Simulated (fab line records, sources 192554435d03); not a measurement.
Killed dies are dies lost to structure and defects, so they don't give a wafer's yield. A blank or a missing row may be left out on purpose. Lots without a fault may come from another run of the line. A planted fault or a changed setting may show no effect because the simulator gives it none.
fab line records | flow n5_finfet | part 1 of 2: steps 1 to 3 of 6
record lots=24 wafers=72 last_day=18
route steps=1938 shown BEOL_M1@768
lots that met no fault: from a run of the same line without faults
start_h: hours from the record's first day to the start of the lot's first wafer shown | wait_h: hours since the lot's step before | " the same as in the row above | L1.1+2: a row that stands for several wafers | - no value, or no start given | * or withheld: withheld | < > ~ a bound
route shown NAME@n: a module of which the file shows steps, and the number in the route of the first | usual: mean/standard deviation of fault-free wafers | same: alike in all rows | chamber/n: place in a boat | sites: the reading at each site | _std_site: their standard deviation | _edge_site: outer sites' mean less inner sites' | radius_mm: how far each site lies from the wafer's centre | mask NAME#n: copy n | behind: the tool/chamber that last shaped the wafer | hold: why the lot was held/for how many hours/how that ended | device: the transistor (n, p or np) that didn't switch | end of line: the same wafers' tests at the end of the route | a step without rows: its recipe alone | killed: dies lost to structure and defects at the first sort, not the wafer's yield | map: a wafer's dies, x killed, . not, _ none there
set.NAME: the setting as run; set.NAME@STEP: as run at that earlier step | model.NAME: the simulator's own value behind a step, which no gauge read
steps of the route over a sample of lots; a table a step, a row a wafer
services: from which hour (start_h, from the record's first day; less than 0 if before it) a tool's chamber was out of use, for how many hours, and why
## steps
# step N5_BEOL_M1_ETCH_74
# recipe chemistry=N2/H2 target=underlayer target_depth_a=65 mask_material=CAR-EUV time_s=5.2 ion_energy_ev=200 pressure_mtorr=30 source_w=840 bias_w=150 n2_flow_sccm=200 h2_flow_sccm=200 ends=cleared
# usual drypump_motor_current_A=5.6/0.4 etch_rf_on_time_s=5.25/0.17 oes_product_au=0.65/0.059 rf_vpp_V=523.4/2.6 showerhead_plenum_p_Torr=2.52/0.087 throttle_valve_pct=18.0/0.32
# columns lot.wafer tool chamber start_h wait_h drypump_motor_current_A etch_rf_on_time_s oes_product_au rf_hours_counter_h rf_vpp_V showerhead_plenum_p_Torr throttle_valve_pct
L074.2 rie_diel-03 0 121.66 0.0 5.4 5.25 0.64 173 526.5 2.66 18.2
L074.4 " 2 " " 5.9 5.14 0.62 238 523.0 2.49 18.4
L074.5 " 3 " " 5.2 5.45 0.65 - 520.8 2.44 17.9
L075.1 rie_diel-03 2 125.35 0.0 5.9 5.05 0.61 239 523.4 2.49 18.5
L075.4 " 0 " " 5.4 5.26 0.64 174 526.1 2.66 18.2
L075.6 " 2 " " 5.9 5.09 0.60 - 521.9 2.49 18.5
L076.2 rie_diel-03 2 128.40 0.0 5.9 5.12 0.61 240 524.1 2.49 18.5
L076.5 " 3 " " 5.2 5.46 0.64 - 522.0 2.44 17.9
L076.6 " 0 " " 5.4 5.29 0.64 - 525.4 2.66 18.2
L078.1 rie_diel-01 3 143.77 0.0 6.1 4.97 0.63 187 520.7 2.41 18.4
L078.3 " 0 " " 6.4 5.14 0.65 161 524.1 2.52 17.6
L078.6 " 2 " " 6.1 5.31 0.64 - 527.8 2.65 17.6
L077.1 rie_diel-01 3 144.04 0.0 6.1 4.87 0.65 187 519.4 2.41 18.4
L077.4 " 1 " " 5.3 5.19 0.65 144 522.1 2.44 18.1
L077.6 " 2 " " 6.1 5.18 0.65 - 524.3 2.65 17.6
L079.1 rie_diel-01 1 157.14 0.0 5.3 5.25 0.65 148 519.8 2.44 18.1
L079.2 " 0 " " 6.4 5.07 0.65 165 523.3 2.52 17.6
L079.3 " 3 " " 6.1 4.91 0.63 191 518.3 2.41 18.4
L080.3 rie_diel-03 1 170.79 0.0 5.1 5.31 0.57 223 523.5 2.52 18.4
L080.4 " 2 " " 5.9 5.14 0.60 249 522.3 2.48 18.5
L080.5 " 0 " " 5.4 5.27 0.63 - 526.4 2.66 18.2
L081.1 rie_diel-02 1 171.77 0.0 5.6 5.26 0.67 148 521.6 2.44 18.1
L081.5 " 3 " " 5.3 5.25 0.69 - 523.2 2.55 17.5
L081.6 " 2 " " 5.9 5.57 0.61 - 523.8 2.54 17.9
L082.1 rie_diel-02 0 178.13 0.0 5.6 5.27 0.81 2 523.5 2.62 17.5
L082.5 " 2 " " 5.9 5.44 0.62 - 522.7 2.54 17.9
L082.6 " 3 " " 5.3 5.19 0.70 - 525.6 2.55 17.5
L083.2 rie_diel-03 0 185.96 0.0 5.4 5.35 0.62 189 525.4 2.66 18.2
L083.3 " 3 " " 5.2 5.51 0.64 149 521.6 2.43 18.0
L083.4 " 1 " " 5.1 5.30 0.56 - 524.2 2.52 18.4
L085.1 rie_diel-02 3 186.13 0.0 5.4 5.23 0.70 85 525.2 2.55 17.5
L085.3 " 0 " " 5.6 5.23 0.81 4 523.4 2.62 17.5
L085.4 " 2 " " 5.9 5.45 0.62 152 525.3 2.54 17.9
L084.1 rie_diel-03 3 190.03 0.0 5.2 5.54 0.62 151 519.0 2.43 17.9
L084.2 " 1 " " 5.1 5.37 0.56 230 522.8 2.52 18.4
L084.3 " 0 " " 5.4 5.33 0.63 190 528.1 2.66 18.3
L086.1 rie_diel-02 0 193.61 0.0 5.6 5.33 0.79 7 523.8 2.61 17.5
L086.3 " 1 " " 5.6 5.34 0.65 156 521.1 2.43 18.1
L086.5 " 1 " " 5.6 5.34 0.64 - 520.6 2.43 18.1
L088.1 rie_diel-01 0 206.63 0.0 6.4 5.10 0.64 180 523.8 2.51 17.6
L088.2 " 3 " " 6.0 4.97 0.62 205 519.8 2.41 18.4
L088.5 " 1 " " 5.3 5.19 0.64 - 519.9 2.43 18.1
L087.3 rie_diel-01 0 212.13 0.0 6.4 5.07 0.62 182 524.1 2.51 17.6
L087.4 " 0 " " 6.4 5.07 0.65 - 523.7 2.51 17.6
L087.5 " 3 " " 6.0 4.93 0.62 - 519.2 2.41 18.4
L089.1 rie_diel-01 2 221.16 0.0 6.1 5.39 0.62 168 528.6 2.64 17.6
L089.4 " 0 " " 6.4 5.21 0.62 185 524.9 2.51 17.6
L089.6 " 0 " " 6.4 5.19 0.63 - 521.2 2.51 17.6
L090.1 rie_diel-01 3 227.10 0.0 6.1 4.84 0.62 213 520.8 2.40 18.4
L090.2 " 2 " " 6.1 5.27 0.63 170 527.2 2.64 17.6
L090.3 " 1 " " 5.3 5.15 0.64 167 521.2 2.43 18.1
L091.1 rie_diel-03 0 233.96 0.0 5.4 5.28 0.62 207 527.6 2.65 18.3
L091.3 " 3 " " 5.2 5.48 0.61 167 521.4 2.42 18.0
L091.6 " 1 " " 5.1 5.26 0.55 - 524.0 2.51 18.5
L092.1 rie_diel-03 1 244.78 0.0 5.1 5.30 0.56 250 523.1 2.51 18.5
L092.4 " 3 " " 5.2 5.55 0.61 170 521.9 2.42 18.0
L092.6 " 2 " " 5.9 4.89 0.82 - 521.4 2.48 18.0
L094.1 rie_diel-03 1 245.05 0.0 5.1 5.39 0.55 250 523.0 2.51 18.5
L094.2 " 2 " " 5.8 5.00 0.81 19 523.4 2.47 18.0
L094.5 " 3 " " 5.2 5.58 0.60 - 522.6 2.42 18.0
L093.3 rie_diel-02 1 249.67 0.0 5.6 5.27 0.64 164 522.3 2.43 18.1
L093.4 " 3 " " 5.3 5.18 0.68 95 523.3 2.55 17.6
L093.5 " 2 " " 5.9 5.48 0.60 - 524.3 2.53 17.9
L096.1 rie_diel-02 1 253.39 0.0 5.6 5.18 0.65 165 522.3 2.43 18.1
L096.2 " 2 " " 5.9 5.46 0.61 163 521.9 2.53 17.9
L096.6 " 0 " " 5.6 5.20 0.77 - 525.3 2.61 17.5
L095.1 rie_diel-01 3 254.18 0.0 6.1 4.91 0.62 223 520.1 2.40 18.4
L095.2 " 1 " " 5.3 5.13 0.64 177 521.8 2.43 18.1
L095.5 " 1 " " 5.3 5.11 0.64 - 519.1 2.43 18.1
L097.1 rie_diel-03 2 263.73 0.0 5.9 4.99 0.80 26 521.1 2.47 18.0
L097.3 " 0 " " 5.4 5.33 0.60 218 526.6 2.64 18.3
L097.5 " 2 " " 5.9 5.00 0.79 - 522.2 2.47 18.0
# step N5_BEOL_M1_ETCH_69
# recipe chemistry=CF4 target=SiARC target_depth_a=156 mask_material=CAR-EUV time_s=26 ion_energy_ev=80 pressure_mtorr=40 source_w=545 bias_w=36 Ar_flow_sccm=100 cf4_flow_sccm=100 ends=cleared
# usual drypump_motor_current_A=5.6/0.33 etch_rf_on_time_s=26.3/0.77 oes_product_au=0.67/0.075 rf_vpp_V=183.9/1 showerhead_plenum_p_Torr=2.13/0.063 throttle_valve_pct=15.71/0.25
# columns lot.wafer tool chamber start_h wait_h drypump_motor_current_A etch_rf_on_time_s oes_product_au rf_hours_counter_h rf_vpp_V showerhead_plenum_p_Torr throttle_valve_pct
L074.2 rie_diel-01 3 122.67 0.0 6.1 24.7 0.64 178 184.0 2.05 16.05
L074.4 " 2 " " 6.1 26.1 0.65 136 184.5 2.22 15.39
L074.5 " 1 " " 5.3 26.5 0.65 - 184.0 2.04 15.71
L075.1 rie_diel-02 3 126.37 0.0 5.3 25.9 0.72 68 185.2 2.18 15.51
L075.4 " 1 " " 5.6 26.3 0.67 138 183.9 2.05 15.79
L075.6 " 2 " " 5.9 27.7 0.64 - 183.4 2.15 15.68
L076.2 rie_diel-02 1 129.29 0.0 5.6 26.2 0.67 139 182.9 2.05 15.80
L076.5 " 3 " " 5.4 26.1 0.72 - 185.6 2.18 15.51
L076.6 " 2 " " 5.9 27.5 0.64 - 185.5 2.15 15.67
L078.1 rie_diel-03 2 144.73 0.0 5.9 25.9 0.61 243 184.3 2.10 16.18
L078.3 " 0 " " 5.4 26.3 0.63 178 185.4 2.23 15.98
L078.6 " 1 " " 5.1 27.0 0.57 - 185.3 2.12 16.09
L077.1 rie_diel-02 3 145.37 0.0 5.3 25.4 0.72 72 184.2 2.18 15.51
L077.4 " 0 " " 5.6 27.3 0.56 246 184.9 2.20 15.68
L077.6 " 1 " " 5.6 26.0 0.67 - 182.5 2.05 15.80
L079.1 rie_diel-02 3 158.15 0.0 5.4 25.9 0.70 76 184.0 2.18 15.53
L079.2 " 1 " " 5.6 26.1 0.65 146 183.2 2.05 15.81
L079.3 " 2 " " 5.9 27.4 0.63 143 185.1 2.14 15.68
L080.3 rie_diel-01 1 172.52 0.0 5.3 26.6 0.64 153 183.1 2.04 15.70
L080.4 " 0 " " 6.4 26.2 0.63 170 185.0 2.12 15.39
L080.5 " 3 " " 6.1 25.1 0.63 - 182.8 2.04 16.08
L081.1 rie_diel-02 3 172.86 0.0 5.3 25.8 0.70 81 185.1 2.18 15.53
L081.5 " 1 " " 5.6 26.1 0.66 - 183.0 2.05 15.83
L081.6 " 0 " " 5.6 26.2 0.84 - 183.6 2.20 15.21
L082.1 rie_diel-02 1 179.02 0.0 5.6 26.5 0.65 151 183.9 2.05 15.83
L082.5 " 2 " " 5.9 27.4 0.63 - 183.9 2.14 15.70
L082.6 " 3 " " 5.4 25.8 0.70 - 184.0 2.18 15.53
L083.2 rie_diel-02 3 186.91 0.0 5.3 26.1 0.70 85 182.9 2.18 15.54
L083.3 " 0 " " 5.6 26.0 0.81 5 184.4 2.20 15.23
L083.4 " 1 " " 5.6 26.3 0.65 153 183.1 2.05 15.83
L085.1 rie_diel-03 0 187.04 0.0 5.4 26.7 0.63 190 185.7 2.23 16.01
L085.3 " 3 " " 5.2 27.0 0.65 150 182.2 2.06 15.80
L085.4 " 0 " " 5.4 26.5 0.63 - 185.5 2.23 16.00
L084.1 rie_diel-02 0 190.93 0.0 5.6 26.2 0.80 6 184.4 2.20 15.22
L084.2 " 1 " " 5.6 26.7 0.65 155 182.7 2.05 15.83
L084.3 " 3 " " 5.4 26.4 0.69 86 183.7 2.18 15.53
L086.1 rie_diel-03 2 194.63 0.0 5.9 24.7 0.89 0 183.7 2.10 15.68
L086.3 " 0 " " 5.3 26.6 0.63 192 183.3 2.22 16.01
L086.5 " 0 " " 5.4 26.1 0.63 - 184.4 2.22 16.03
L088.1 rie_diel-02 3 207.52 0.0 5.4 26.0 0.70 91 183.3 2.18 15.54
L088.2 " 2 " " 5.9 27.0 0.62 158 183.3 2.14 15.71
L088.5 " 0 " " 5.6 26.2 0.79 - 185.8 2.20 15.25
L087.3 rie_diel-03 0 213.05 0.0 5.4 26.4 0.62 198 185.0 2.22 16.03
L087.4 " 3 " " 5.2 27.0 0.63 158 183.2 2.06 15.81
L087.5 " 2 " " 5.8 24.5 0.86 - 182.6 2.10 15.68
L089.1 rie_diel-01 2 222.47 0.0 6.1 26.3 0.62 168 184.8 2.21 15.46
L089.4 " 0 " " 6.4 26.1 0.63 186 183.0 2.11 15.43
L089.6 " 2 " " 6.1 26.2 0.63 - 183.8 2.21 15.46
L090.1 rie_diel-01 0 228.57 0.0 6.4 25.8 0.63 188 184.7 2.11 15.43
L090.2 " 3 " " 6.1 24.4 0.62 214 184.2 2.04 16.10
L090.3 " 1 " " 5.3 26.2 0.64 168 183.5 2.04 15.75
L091.1 rie_diel-03 0 235.22 0.0 5.4 26.6 0.62 207 184.1 2.22 16.06
L091.3 " 1 " " 5.1 26.7 0.56 246 185.0 2.11 16.15
L091.6 " 3 " " 5.2 27.5 0.62 - 182.3 2.06 15.83
L092.1 rie_diel-02 0 245.87 0.0 5.6 26.4 0.77 15 184.2 2.19 15.24
L092.4 " 2 " " 5.9 27.3 0.62 161 183.5 2.14 15.72
L092.6 " 0 " " 5.6 26.5 0.77 - 184.1 2.19 15.24
L094.1 rie_diel-02 3 246.15 0.0 5.4 25.6 0.69 95 184.2 2.17 15.56
L094.2 " 0 " " 5.6 26.1 0.77 15 184.7 2.19 15.24
L094.5 " 2 " " 5.9 27.5 0.62 - 184.3 2.14 15.73
L093.3 rie_diel-02 0 250.68 0.0 5.6 25.9 0.78 16 185.3 2.19 15.24
L093.4 " 3 " " 5.4 25.5 0.70 95 182.6 2.17 15.57
L093.5 " 3 " " 5.4 25.6 0.69 - 184.3 2.17 15.56
L096.1 rie_diel-03 2 254.40 0.0 5.9 24.5 0.82 21 183.8 2.09 15.72
L096.2 " 0 " " 5.4 26.3 0.62 213 185.2 2.22 16.06
L096.6 " 3 " " 5.2 27.0 0.62 - 182.7 2.06 15.87
L095.1 rie_diel-03 0 255.19 0.0 5.3 26.8 0.61 213 184.8 2.22 16.06
L095.2 " 3 " " 5.2 27.1 0.62 173 182.5 2.06 15.84
L095.5 " 0 " " 5.4 26.5 0.61 - 185.3 2.22 16.06
L097.1 rie_diel-03 0 264.74 0.0 5.4 26.5 0.61 218 184.4 2.21 16.07
L097.3 " 1 " " 5.0 25.1 0.87 0 184.3 2.11 15.67
L097.5 " 0 " " 5.4 26.5 0.61 - 184.7 2.22 16.06
# step N5_BEOL_M1_VIA_ETCH_34
# recipe chemistry=C4F6/O2 target_depth_a=678 mask_material=SOC pressure_mtorr=15 ion_energy_ev=250 taper_deg=4 time_s=64.4 source_w=350 bias_w=170 Ar_flow_sccm=300 C4F6_flow_sccm=10 O2_flow_sccm=10
# usual drypump_motor_current_A=5.6/0.38 oes_product_au=0.76/0.076 rf_vpp_V=664/15 showerhead_plenum_p_Torr=2.82/0.087 throttle_valve_pct=30.8/0.35
# columns lot.wafer tool chamber start_h wait_h drypump_motor_current_A oes_product_au rf_hours_counter_h rf_vpp_V showerhead_plenum_p_Torr throttle_valve_pct
L074.2 rie_diel-03 0 133.75 0.0 5.4 0.76 175 674 2.93 30.7
L074.4 " 2 " " 5.9 0.71 241 650 2.75 31.0
L074.5 " 2 " " 5.8 0.72 - 650 2.75 31.0
L075.1 rie_diel-03 3 142.35 0.0 5.2 0.77 138 637 2.74 30.9
L075.4 " 2 " " 5.9 0.70 243 651 2.75 31.0
L075.6 " 1 " " 5.1 0.68 - 655 2.81 31.2
L076.2 rie_diel-02 3 142.47 0.0 5.3 0.85 71 675 2.88 30.5
L076.5 " 0 " " 5.6 0.66 - 673 2.93 30.8
L076.6 " 3 " " 5.4 0.83 - 675 2.88 30.5
L077.1 rie_diel-02 3 146.91 0.0 5.4 0.85 72 674 2.88 30.5
L077.4 " 1 " " 5.6 0.77 142 652 2.74 31.1
L077.6 " 2 " " 5.9 0.75 - 662 2.86 30.6
L078.1 rie_diel-03 1 150.24 0.0 5.1 0.67 219 655 2.81 31.2
L078.3 " 2 " " 5.9 0.70 245 651 2.75 31.0
L078.6 " 3 " " 5.2 0.76 - 637 2.74 30.9
L079.1 rie_diel-03 0 161.46 0.0 5.4 0.74 182 675 2.93 30.8
L079.2 " 3 " " 5.2 0.76 142 638 2.73 30.9
L079.3 " 1 " " 5.1 0.67 222 656 2.81 31.2
L080.3 rie_diel-01 3 173.19 0.0 6.1 0.74 196 647 2.70 31.4
L080.4 " 1 " " 5.3 0.76 153 691 2.70 30.8
L080.5 " 0 " " 6.4 0.75 - 684 2.81 30.3
L081.1 rie_diel-03 1 181.72 0.0 5.1 0.67 227 656 2.81 31.2
L081.5 " 1 " " 5.1 0.67 - 656 2.81 31.2
L081.6 " 3 " " 5.2 0.75 - 638 2.73 30.9
L082.1 rie_diel-02 1 185.02 0.0 5.6 0.76 153 650 2.74 31.1
L082.5 " 0 " " 5.6 0.94 - 672 2.93 30.6
L082.6 " 1 " " 5.6 0.76 - 652 2.74 31.1
L083.2 rie_diel-01 0 189.29 0.0 6.4 0.74 174 684 2.81 30.3
L083.3 " 1 " " 5.3 0.76 157 692 2.70 30.8
L083.4 " 3 " " 6.1 0.72 199 648 2.70 31.4
L085.1 rie_diel-02 1 189.56 0.0 5.6 0.76 154 652 2.73 31.1
L085.3 " 0 " " 5.6 0.94 5 671 2.93 30.6
L085.4 " 3 " " 5.3 0.81 86 674 2.87 30.5
L084.1 rie_diel-01 2 194.24 0.0 6.1 0.73 158 666 2.93 30.0
L084.2 " 1 " " 5.3 0.75 159 691 2.70 30.8
L084.3 " 3 " " 6.1 0.73 201 648 2.70 31.4
L086.1 rie_diel-02 0 200.06 0.0 5.6 0.93 9 672 2.93 30.6
L086.3 " 3 " " 5.4 0.81 89 675 2.87 30.5
L086.5 " 0 " " 5.6 0.94 - 671 2.93 30.6
L088.1 rie_diel-02 2 210.51 0.0 5.9 0.72 159 662 2.85 30.7
L088.2 " 1 " " 5.6 0.74 161 651 2.73 31.1
L088.5 " 3 " " 5.3 0.81 - 675 2.87 30.5
L087.3 rie_diel-01 1 220.67 0.0 5.3 0.75 165 690 2.70 30.8
L087.4 " 0 " " 6.4 0.73 185 685 2.80 30.3
L087.5 " 2 " " 6.2 0.73 - 666 2.93 30.0
L089.1 rie_diel-03 2 224.80 0.0 5.9 0.98 10 650 2.74 30.5
L089.4 " 1 " " 5.1 0.66 242 655 2.80 31.2
L089.6 " 0 " " 5.4 0.72 - 674 2.92 30.8
L090.1 rie_diel-03 3 233.04 0.0 5.2 0.72 166 638 2.72 30.9
L090.2 " 2 " " 5.8 0.96 14 652 2.74 30.5
L090.3 " 0 " " 5.3 0.72 206 675 2.92 30.8
L091.1 rie_diel-01 1 238.38 0.0 5.3 0.74 172 692 2.70 30.8
L091.3 " 0 " " 6.4 0.74 192 684 2.80 30.4
L091.6 " 1 " " 5.3 0.74 - 693 2.70 30.8
L092.1 rie_diel-01 3 248.88 0.0 6.1 0.71 221 646 2.69 31.4
L092.4 " 0 " " 6.4 0.72 195 684 2.80 30.3
L092.6 " 3 " " 6.1 0.71 - 646 2.69 31.4
L094.1 rie_diel-02 3 255.31 0.0 5.3 0.81 96 674 2.87 30.5
L094.2 " 0 " " 5.6 0.91 16 671 2.92 30.6
L094.5 " 3 " " 5.3 0.83 - 675 2.87 30.5
L093.3 rie_diel-02 0 257.61 0.0 5.6 0.90 17 671 2.92 30.7
L093.4 " 1 " " 5.6 0.75 166 651 2.73 31.1
L093.5 " 0 " " 5.6 0.91 - 670 2.92 30.6
L096.1 rie_diel-02 1 259.13 0.0 5.6 0.74 166 652 2.73 31.1
L096.2 " 0 " " 5.6 0.91 17 671 2.92 30.7
L096.6 " 0 " " 5.6 0.90 - 672 2.92 30.7
L095.1 rie_diel-03 0 259.31 0.0 5.4 0.71 215 675 2.92 30.8
L095.2 " 2 " " 5.9 0.93 24 649 2.74 30.5
L095.5 " 0 " " 5.4 0.71 - 674 2.92 30.8
L097.1 rie_diel-01 3 268.75 0.0 6.1 0.70 226 645 2.69 31.4
L097.3 " 0 " " 6.4 0.72 200 685 2.80 30.4
L097.5 " 0 " " 6.4 0.72 - 683 2.80 30.4
